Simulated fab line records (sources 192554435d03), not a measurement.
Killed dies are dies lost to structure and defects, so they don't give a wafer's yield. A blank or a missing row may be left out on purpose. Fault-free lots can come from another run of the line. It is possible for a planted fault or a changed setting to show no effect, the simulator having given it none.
Chamber matching -- flow n5-finfet -- N5_BEOL_M0_CUTY_ETCH_63 on rie-diel-06: 4 sister chambers
The step etches SOC in N2/H2, target depth 82.7 nm, overetch 16.5 nm, time 124 s. 14 wafers are shown with their chamber, then 7 later ones without.

WAFERS, EACH WITH ITS CHAMBER
wafer,chamber,drypump-motor-current-A (A),throttle-valve-pct (%),showerhead-plenum-p-Torr (Torr)
L074.3,1,5.9,18.51,2.41
L074.4,3,5.7,17.64,2.71
L074.5,1,5.9,18.48,2.41
L077.1,2,5.1,18.15,2.43
L077.3,1,5.9,18.50,2.41
L077.6,1,5.9,18.50,2.41
L078.1,0,5.8,18.26,2.52
L078.4,1,5.9,18.52,2.41
L078.5,3,5.7,17.66,2.71
L086.1,3,5.8,17.70,2.70
L086.2,0,5.9,18.29,2.51
L086.3,1,5.9,18.10,2.72
L091.2,3,5.8,17.68,2.69
L091.4,2,5.1,18.21,2.42

SIGNATURES (means of the wafers above)
reading,chamber 0,chamber 1,chamber 2,chamber 3,scatter within a chamber
drypump-motor-current-A,5.850,5.900,5.100,5.750,0.0387
throttle-valve-pct,18.2750,18.4350,18.1800,17.6700,0.118
showerhead-plenum-p-Torr,2.5150,2.4617,2.4250,2.7025,0.0897
Rule: for a wafer and a chamber, the distance is found by dividing, reading by reading, the gap between the wafer's reading and the chamber's mean by the reading's scatter, squaring, summing and taking the root. If the next closest chamber is less than 2 further off than the closest, the wafer can't be placed; otherwise it belongs to the closest. The scatter is the square root of a quotient: the sum, over the shown wafers, of each reading's squared deviation from its chamber's mean, divided by wafers minus chambers.

WAFERS MISSING THEIR CHAMBER
wafer,drypump-motor-current-A (A),throttle-valve-pct (%),showerhead-plenum-p-Torr (Torr)
L091.6,5.9,18.14,2.72
L093.1,5.9,18.13,2.71
L093.4,5.1,18.21,2.42
L093.6,5.8,18.31,2.51
L096.3,5.7,17.74,2.69
L096.4,5.7,17.70,2.69
L096.5,5.1,18.22,2.41

CHAMBER TAKEN BY EACH
wafer,from the rows above,in truth
L091.6,can't be placed: 0 or 1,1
L093.1,can't be placed: 0 or 1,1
L093.4,2,2
L093.6,can't be placed: 0 or 1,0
L096.3,3,3
L096.4,3,3
L096.5,2,2
Correct placement for 4 of the 7. Cannot be placed on the basis of these rows: 3; the candidates contain the true chamber in 3. 0 placed wrongly.
